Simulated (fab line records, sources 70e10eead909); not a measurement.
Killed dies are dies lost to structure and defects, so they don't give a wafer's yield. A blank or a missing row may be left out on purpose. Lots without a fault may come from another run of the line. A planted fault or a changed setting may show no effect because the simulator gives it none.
Chamber matching | flow nand_harc | NHARC_P_M2_PRE_CLEAN_32 on pecvd-04: 3 sister chambers
The step time 12 s. 6 wafers are shown with their chamber, then 8 later ones without.

WAFERS WITH THEIR CHAMBER
wafer  | chamber | heater_power_w (W)
L083.3 | 2       | 568
L083.4 | 0       | 551
L084.1 | 1       | 592
L084.4 | 0       | 510
L084.5 | 2       | 596
L088.2 | 1       | 607

WAFERS WITHOUT THEIR CHAMBER
wafer  | heater_power_w (W)
L088.4 | 578
L088.5 | 628
L090.1 | 556
L090.2 | 636
L090.5 | 553
L093.3 | 580
L093.5 | 580
L093.6 | 551

WHICH CHAMBER EACH WENT THROUGH
wafer  | from the rows above          | in truth
L088.4 | can't be placed: 2 or 1      | 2
L088.5 | can't be placed: 1 or 2      | 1
L090.1 | can't be placed: 0 or 2 or 1 | 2
L090.2 | can't be placed: 1 or 2      | 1
L090.5 | can't be placed: 0 or 2 or 1 | 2
L093.3 | can't be placed: 2 or 1      | 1
L093.5 | can't be placed: 2 or 1      | 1
L093.6 | can't be placed: 0 or 2 or 1 | 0
Placed correctly: 0 of 8. Can't be placed from these rows: 8 (the true chamber is among the candidates in 8). Placed wrongly: 0.
How it was worked out, from the rows above alone: a wafer's distance from a chamber is the root of the sum, over the readings, of the square of ((its reading less the chamber's mean) divided by the reading's scatter). The wafer belongs to the nearest chamber; if the next one is less than 2 further off, it can't be placed. A chamber's mean is the mean of its shown wafers. The scatter: the root of (the sum of the squares of (reading less its chamber's mean) over the shown wafers, divided by (wafers less chambers)).
